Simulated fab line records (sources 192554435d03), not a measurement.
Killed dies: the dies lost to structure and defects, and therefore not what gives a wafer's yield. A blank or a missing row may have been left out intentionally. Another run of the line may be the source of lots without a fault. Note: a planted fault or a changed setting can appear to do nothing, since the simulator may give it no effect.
fab line records | flow n5Finfet | part 1 of 2: steps 1 to 5 of 6
record: lots: 9 wafers: 27 lastDay: 18
route steps=1938 shown HKMG_FIN@386 BEOL_M4@1111 PASSIVATION@1936
lots with no fault: from the same line, run without faults
startH: start of the lot's first displayed wafer, in hours after the record's first day | waitH: hours elapsed since this lot's preceding step | " unchanged from the row above | L1.1+2: several wafers, shown together as one row | - no value, or no start was given | * or withheld: withheld | < > ~ a bound
route shown NAME@n: names a module that has steps shown in the file, with the first one's number in the route | usual: average and standard deviation across the fault-free wafers | same: alike in all rows | chamber/n: place in a boat | sites: per-site readings | _std_site: the values' standard deviation | _edge_site: outer sites' mean less inner sites' | radiusMm: for every site, how far away it sits from the centre of the wafer | mask NAME#n: copy n | behind: tool/chamber where the wafer was last shaped | hold: why the lot was held/for how many hours/how that ended | device: whichever transistor did not switch (one of n, p or np) | end of line: the tests these same wafers got at the end of their route | step lacking rows: just its recipe | killed: the dies lost at the first sort to structure and to defects; this is not the yield of the wafer | map: a wafer's dies, marking killed ones x, the rest . and places with no die _
set.NAME: the setting as run; set.NAME@STEP: as run at that earlier step | model.NAME: the simulator's own value behind a step, which no gauge read
the route's steps for a sample of lots (tables are steps, rows are wafers)
services: the hour from which a tool's chamber was out of use, counted from the record's first day as startH (under 0 if before that day), plus the number of hours and why
== steps ==
step: N5_HKMG_FIN_HK_ALD_01
recipe: material: HfO2 targetThkA: 16 tempC: withheld aldPrecursorFamily: HfCl4 aldCoReactant: H2O pulseTimeS: 3 purgeTimeS: 3 coReactantPurgeTimeS: 2.5 coReactantPulseTimeS: 0.3 aldCycles: 30
usual: precursorPulseHeightRel: 0.998/0.022
columns lot.wafer tool chamber startH waitH precursorPulseHeightRel
L270.1 aldHk-02 2 71.74 0.0 1.010
L270.2 " 0 " " 1.015
L270.3 " 1 " " 1.005
L271.1 aldHk-01 1 77.68 0.0 1.001
L271.4 " 3 " " 1.003
L271.5 " 0 " " 1.035
L277.1 aldHk-01 0 117.35 0.0 0.999
L277.3 " 3 " " 1.020
L277.6 " 0 " " 1.024
L278.1 aldHk-02 3 120.86 0.0 1.004
L278.2 " 2 " " 0.979
L278.6 " 3 " " 0.995
L279.1 aldHk-03 0 129.41 0.0 1.017
L279.3 " 1 " " 1.016
L279.5 " 3 " " 1.010
L285.1 aldHk-01 1 160.52 0.0 0.998
L285.2 " 3 " " 1.016
L285.5 " 3 " " 0.983
L290.1 aldHk-03 2 190.56 0.0 1.019
L290.2 " 1 " " 0.995
L290.4 " 3 " " 1.020
L291.2 aldHk-02 3 196.03 0.0 1.030
L291.5 " 0 " " 0.978
L291.6 " 3 " " 1.052
L292.1 aldHk-02 1 200.17 0.0 0.982
L292.2 " 3 " " 1.009
L292.3 " 0 " " 0.999
step: N5_HKMG_FIN_WET_ETCH_82
recipe: chemistry: dHCl mix: 1:10000 tempC: 25 target: La2O3 stopOn: HfO2 targetDepthNm: 2 dry: ipaMarangoni rinseTimeS: 30 rinseTempC: 23
usual: bathHeatDutyPct: 6.1/0.74 rinseTempC: 23.01/0.096 tempC: 25.01/0.099
columns lot.wafer tool chamber startH waitH bathHeatDutyPct rinseTempC tempC
L270.1 wetBench-05 1 74.90 0.0 6.0 22.83 25.17
L270.2 " 2 " " 5.6 23.03 25.04
L270.3 " 5 " " 5.7 23.00 25.07
L271.1 wetBench-01 6 81.29 0.0 5.9 23.02 25.18
L271.4 " 5 " " 6.1 22.89 25.23
L271.5 " 4 " " 4.5 22.93 25.11
L277.1 wetBench-01 3 120.45 0.0 - - -
L277.3 " 6 " " - - -
L277.6 " 4 " " - - -
L278.1 wetBench-01 5 124.16 0.0 - - -
L278.2 " 7 " " - - -
L278.6 " 0 " " - - -
L279.1 wetBench-01 5 132.43 0.0 - - -
L279.3 " 4 " " - - -
L279.5 " 0 " " - - -
L285.1 wetBench-05 3 163.67 0.0 6.5 23.15 24.88
L285.2 " 4 " " 6.1 23.24 24.95
L285.5 " 1 " " 5.4 23.01 25.02
L290.1 wetBench-01 3 194.01 0.0 6.1 23.10 25.11
L290.2 " 4 " " 4.7 22.96 25.08
L290.4 " 5 " " 5.6 22.82 25.03
L291.2 wetBench-01 5 199.12 0.0 5.8 23.12 24.88
L291.5 " 2 " " 7.1 22.99 24.96
L291.6 " 4 " " 5.2 23.04 25.15
L292.1 wetBench-05 7 203.46 0.0 5.8 22.95 24.87
L292.2 " 6 " " 6.7 23.03 24.90
L292.3 " 3 " " 6.3 22.78 24.96
step: N5_HKMG_FIN_ALD_36
recipe: material: TiN targetThkA: 10 tempC: 400 aldPrecursorFamily: TiCl4 aldCoReactant: NH3 pulseTimeS: 1 purgeTimeS: 3 coReactantPurgeTimeS: 2 coReactantPulseTimeS: 2 aldCycles: 47 pressureTorr: 3
usual: heaterPowerW: 862/100 precursorPulseHeightRel: 0.999/0.02
columns lot.wafer tool chamber startH waitH heaterPowerW precursorPulseHeightRel
L270.1 aldMetal-03 1 74.97 0.0 834 1.014
L270.2 " 3 " " 878 1.036
L270.3 " 2 " " 938 1.017
L271.1 aldMetal-02 1 81.35 0.0 856 1.018
L271.4 " 3 " " 863 0.978
L271.5 " 1 " " 879 1.012
L277.1 aldMetal-02 2 120.51 0.0 921 1.016
L277.3 " 0 " " 1066 0.991
L277.6 " 0 " " 1075 0.981
L278.1 aldMetal-02 2 124.22 0.0 950 0.986
L278.2 " 3 " " 898 0.996
L278.6 " 2 " " 917 0.992
L279.1 aldMetal-02 3 132.49 0.0 878 0.992
L279.3 " 2 " " 920 1.012
L279.5 " 1 " " 878 0.990
L285.1 aldMetal-02 2 163.73 0.0 937 1.012
L285.2 " 3 " " 858 1.018
L285.5 " 2 " " 926 0.985
L290.1 aldMetal-01 2 194.07 0.0 968 0.997
L290.2 " 1 " " 828 1.020
L290.4 " 3 " " 722 1.007
L291.2 aldMetal-02 3 199.18 0.0 889 1.008
L291.5 " 1 " " 862 0.968
L291.6 " 2 " " 924 1.011
L292.1 aldMetal-02 2 203.52 0.0 941 1.022
L292.2 " 1 " " 879 1.024
L292.3 " 0 " " 1062 0.971
step: N5_HKMG_FIN_DESCUM_17
recipe: chemistry: O2 timeS: 7.9 sourcePowerW: 50 biasPowerW: 20 pressureMtorr: 20 rfFrequencyHz: 2.712e+07 tempC: 40 resist: CAR-ArF o2FlowSccm: 225
usual: drypumpMotorCurrentA: 5.9/0.37 o2FlowSccm: 225.1/0.7 oesProductAu: 0.80/0.084 rfVppV: 243.5/1.7 showerheadPlenumPTorr: 2.12/0.1 tempC: 40.01/0.12 throttleValvePct: 20.33/0.16
same: timeS: 7.9
columns lot.wafer tool chamber startH waitH drypumpMotorCurrentA o2FlowSccm oesProductAu rfHoursCounterH rfVppV showerheadPlenumPTorr tempC throttleValvePct
L270.1 rieDiel-02 0 76.23 0.0 5.3 224.6 0.95 2 246.5 2.23 39.91 20.11
L270.2 " 1 " " 5.5 224.1 0.85 47 246.0 2.21 40.20 20.28
L270.3 " 3 " " 5.9 225.7 0.76 152 243.8 2.18 39.90 20.18
L271.1 rieDiel-02 3 82.49 0.0 5.9 225.6 0.76 154 243.8 2.18 39.87 20.17
L271.4 " 2 " " 6.4 223.8 0.69 215 244.6 2.06 40.20 20.51
L271.5 " 0 " " 5.3 224.8 0.94 - 245.6 2.23 40.04 20.10
L277.1 rieDiel-04 3 121.94 0.2 6.0 224.2 0.75 180 242.1 2.08 39.83 20.32
L277.3 " 2 " " 6.1 225.0 0.90 36 241.4 2.03 40.06 20.46
L277.6 " 3 " " 6.0 226.3 0.75 - 243.6 2.08 39.84 20.32
L278.1 rieDiel-04 1 125.46 0.0 6.1 224.9 0.74 192 241.4 1.98 39.91 20.19
L278.2 " 3 " " 6.0 225.6 0.75 181 242.6 2.08 39.88 20.32
L278.6 " 0 " " 6.4 224.4 0.92 - 245.8 2.24 40.13 20.20
L279.1 rieDiel-05 0 133.96 0.4 5.6 223.3 0.76 149 245.0 2.18 40.01 20.22
L279.3 " 3 " " 6.3 225.0 0.71 223 244.7 2.16 39.95 20.64
L279.5 " 0 " " 5.6 225.1 0.77 - 244.4 2.18 39.99 20.21
L285.1 rieDiel-02 3 165.20 0.3 5.9 224.9 0.73 182 243.4 2.17 40.06 20.23
L285.2 " 1 " " 5.5 225.7 0.82 76 245.3 2.20 40.24 20.32
L285.5 " 1 " " 5.5 225.3 0.83 - 244.0 2.20 40.19 20.31
L290.1 rieDiel-04 1 195.59 0.3 6.1 225.2 0.73 216 241.8 1.98 40.00 20.23
L290.2 " 3 " " 6.0 225.0 0.72 205 243.7 2.07 40.10 20.37
L290.4 " 2 " " 6.1 224.2 0.86 62 242.8 2.03 39.99 20.52
L291.2 rieDiel-05 1 200.34 0.1 5.4 224.0 0.76 143 239.9 1.92 40.13 20.50
L291.5 " 1 " " 5.4 224.2 0.76 - 241.0 1.92 39.98 20.50
L291.6 " 2 " " 5.8 225.1 0.91 - 244.8 2.23 39.89 20.29
L292.1 rieDiel-04 1 204.65 0.0 6.1 224.7 0.72 221 240.7 1.97 40.16 20.27
L292.2 " 2 " " 6.1 224.4 0.86 66 243.0 2.02 40.02 20.51
L292.3 " 0 " " 6.4 225.4 0.89 52 246.3 2.23 39.86 20.23
step: N5_BEOL_M4_RC_MEAS_101
usual: DIBL_N: 35.9/1.3 DIBL_P: 35.9/1.5 EOT_P: 10.47/0.08 IGATE_P: 0.0038/0.00052 IOFF_N: 0.152/0.023 IOFF_P: 0.204/0.027 IOFF_P_85C: 3.5/0.39 IOFF_P_LIN: 0.097/0.01 IOFF_P_LONG: 0.000104/8.4e-06 ION_N: 673/9.2 ION_P: 462/6.7 SS_N: 71.4/0.48 SS_P: 73.2/0.55 VT_N: 250.3/2.6 VT_N_LVT: 98.5/2.9 VT_P: -250.6/3 VT_P_LONG: -276/3
columns lot.wafer tool chamber startH waitH DIBL_N[mV/V] DIBL_P[mV/V] EOT_P IGATE_P[nA/um] IOFF_N[nA/um] IOFF_P[nA/um] IOFF_P_85C[nA/um] IOFF_P_LIN[nA/um] IOFF_P_LONG[nA/um] ION_N[uA/um] ION_P[uA/um] SS_N[mV/dec] SS_P[mV/dec] VT_N[mV] VT_N_LVT[mV] VT_P[mV] VT_P_LONG[mV]
L270.1 prober-02 0 180.88 0.0 35.2 35.1 10.54 0.0031 0.120 0.163 3.0 0.083 0.000107 662 455 70.9 72.3 255.4 99.3 -253.8 -275
L270.2 " 0 " " 37.0 38.1 10.57 0.0030 0.155 0.207 3.7 0.099 0.000103 671 468 71.2 72.6 251.9 95.6 -251.8 -277
L270.3 " 0 " " 37.2 37.3 10.52 0.0031 0.149 0.193 3.5 0.093 0.0001 659 450 71.6 73.2 250.1 96.6 -251.3 -280
L271.1 prober-01 0 186.74 0.0 35.9 36.2 10.32 0.0044 0.177 0.208 3.6 0.096 0.000102 682 458 71.3 73.9 246.9 94.4 -250.4 -275
L271.4 " 0 " " 35.3 35.8 10.40 0.0047 0.163 0.198 3.5 0.093 0.000102 679 459 71.8 73.7 248.9 95.8 -251.5 -275
L271.5 " 0 " " 34.9 36.1 10.33 0.0046 0.159 0.204 3.5 0.095 0.000101 676 464 70.8 73.1 248.7 95.3 -252.7 -276
L278.1 prober-01 0 238.39 0.0 36.2 36.5 10.75 0.0009 0.162 0.047 1.1 0.023 4.6e-05 687 397 71.6 73.3 246.1 53.8 -291.7 -320
L278.2 " 0 " " 37.4 38.5 10.83 0.0006 0.183 0.053 1.2 0.025 5e-05 680 398 71.8 74.4 245.8 52.8 -292.6 -319
L278.6 " 0 " " 36.8 37.7 10.81 0.0009 0.175 0.051 1.1 0.024 4.8e-05 690 399 70.5 73.2 247.4 52.7 -291.1 -318
L277.1 prober-02 0 240.07 0.2 34.9 36.7 10.85 0.0007 0.133 0.045 1.0 0.022 5.3e-05 680 399 71.8 73.3 252.7 58.4 -292.0 -317
L277.3 " 0 " " 34.8 34.9 10.90 0.0007 0.126 0.038 0.9 0.020 4.6e-05 670 388 71.0 73.8 253.6 60.0 -296.1 -319
L277.6 " 0 " " 34.8 36.0 10.88 0.0007 0.130 0.042 1.0 0.021 4.8e-05 668 394 71.0 72.3 253.5 59.0 -294.0 -316
L279.1 prober-02 0 267.07 0.0 35.7 36.5 10.82 0.0007 0.134 0.044 1.0 0.022 5e-05 669 388 71.1 72.9 249.5 57.4 -291.2 -316
L279.3 " 0 " " 35.0 36.2 10.80 0.0008 0.127 0.046 1.0 0.023 5.4e-05 665 392 70.7 73.0 251.2 57.2 -290.5 -319
L279.5 " 0 " " 35.9 37.2 10.84 0.0007 0.143 0.049 1.1 0.024 4.8e-05 681 394 71.7 74.1 248.9 54.8 -289.9 -314
L285.1 prober-02 0 278.09 0.0 37.4 34.7 10.53 0.0039 0.139 0.161 3.0 0.081 9.6e-05 679 457 71.0 72.6 251.0 98.6 -255.2 -280
L285.2 " 0 " " 39.0 36.7 10.45 0.0036 0.163 0.193 3.4 0.093 9.6e-05 689 463 71.4 73.7 248.7 96.0 -253.3 -278
L285.5 " 0 " " 36.4 33.5 10.43 0.0044 0.121 0.149 2.8 0.078 9.6e-05 669 452 71.3 72.6 252.4 100.8 -252.7 -278
L290.1 prober-02 0 305.47 0.0 36.1 36.0 10.47 0.0034 0.162 0.183 3.3 0.088 9.6e-05 675 454 71.9 73.0 250.0 97.2 -253.1 -279
L290.2 " 0 " " 36.2 36.6 10.38 0.0039 0.164 0.187 3.4 0.087 9.3e-05 668 455 72.0 73.8 248.5 96.7 -255.2 -279
L290.4 " 0 " " 35.4 35.8 10.33 0.0047 0.149 0.176 3.2 0.085 9.3e-05 669 452 71.4 73.1 250.2 96.9 -256.0 -279
L291.2 prober-02 0 313.59 0.2 35.1 35.8 10.39 0.0041 0.128 0.167 3.0 0.083 9.4e-05 669 455 71.1 73.3 255.3 104.2 -254.2 -282
L291.5 " 0 " " 35.0 36.8 10.44 0.0038 0.132 0.175 3.2 0.086 9e-05 668 454 71.7 73.4 253.2 101.6 -253.3 -278
L291.6 " 0 " " 35.1 36.6 10.43 0.0038 0.138 0.171 3.1 0.084 9.3e-05 672 456 71.8 73.2 252.9 101.0 -257.5 -280
L292.1 prober-01 0 331.94 0.0 41.0 40.4 10.55 0.0034 0.248 0.306 5.0 0.128 0.000101 686 469 72.2 74.8 245.1 93.8 -245.4 -277
L292.2 " 0 " " 37.6 35.8 10.27 0.0037 0.157 0.216 3.7 0.099 9.7e-05 667 459 72.2 73.7 251.9 98.9 -252.3 -278
L292.3 " 0 " " 38.4 36.5 10.58 0.0032 0.177 0.238 4.0 0.109 0.0001 669 455 71.4 74.4 249.1 97.9 -249.1 -278
== key ==
firstSign: step: N5_HKMG_FIN_WET_ETCH_82 reading: toolRecord direction: missing
effect: step: N5_BEOL_M4_RC_MEAS_101 reading: VT_N_LVT direction: down sigmas: 15 usual: 98.5 struck: 56.2
effect: step: N5_BEOL_M4_RC_MEAS_101 reading: VT_P direction: down sigmas: 14 usual: -250.6 struck: -292.1
effect: step: N5_BEOL_M4_RC_MEAS_101 reading: VT_P_LONG direction: down sigmas: 14 usual: -276 struck: -318
effect: step: N5_BEOL_M4_RC_MEAS_101 reading: ION_P direction: down sigmas: 10 usual: 462 struck: 394
effect: step: N5_BEOL_M4_RC_MEAS_101 reading: IOFF_P_LIN direction: down sigmas: 7.2 usual: 0.097 struck: 0.022
effect: step: N5_BEOL_M4_RC_MEAS_101 reading: IOFF_P_LONG direction: down sigmas: 6.5 usual: 0.000104 struck: 4.9e-05
effect: step: N5_BEOL_M4_RC_MEAS_101 reading: IOFF_P_85C direction: down sigmas: 6.5 usual: 3.5 struck: 1.0
effect: step: N5_BEOL_M4_RC_MEAS_101 reading: IGATE_P direction: down sigmas: 5.8 usual: 0.0038 struck: 0.0008
effect: step: N5_BEOL_M4_RC_MEAS_101 reading: IOFF_P direction: down sigmas: 5.7 usual: 0.204 struck: 0.046
effect: step: N5_BEOL_M4_RC_MEAS_101 reading: EOT_P direction: up sigmas: 4.5 usual: 10.47 struck: 10.83
effect: step: N5_PASSIVATION_PROBE_49 reading: sort_bin_8_speed direction: up sigmas: 99+ usual: 0 struck: 90.75
metAt N5_HKMG_FIN_WET_ETCH_82
struckLots L277,L278,L279
notActingAt N5_HKMG_FIN_HK_ALD_01,N5_HKMG_FIN_ALD_36,N5_HKMG_FIN_DESCUM_17
onsetBetween 81.29 120.45
fault: kind: skippedStepWhole tool: wetBench-01 chamber: - onsetH: 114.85 steps: N5_HKMG_FIN_WET_ETCH_82 scope: struckLotsOnly
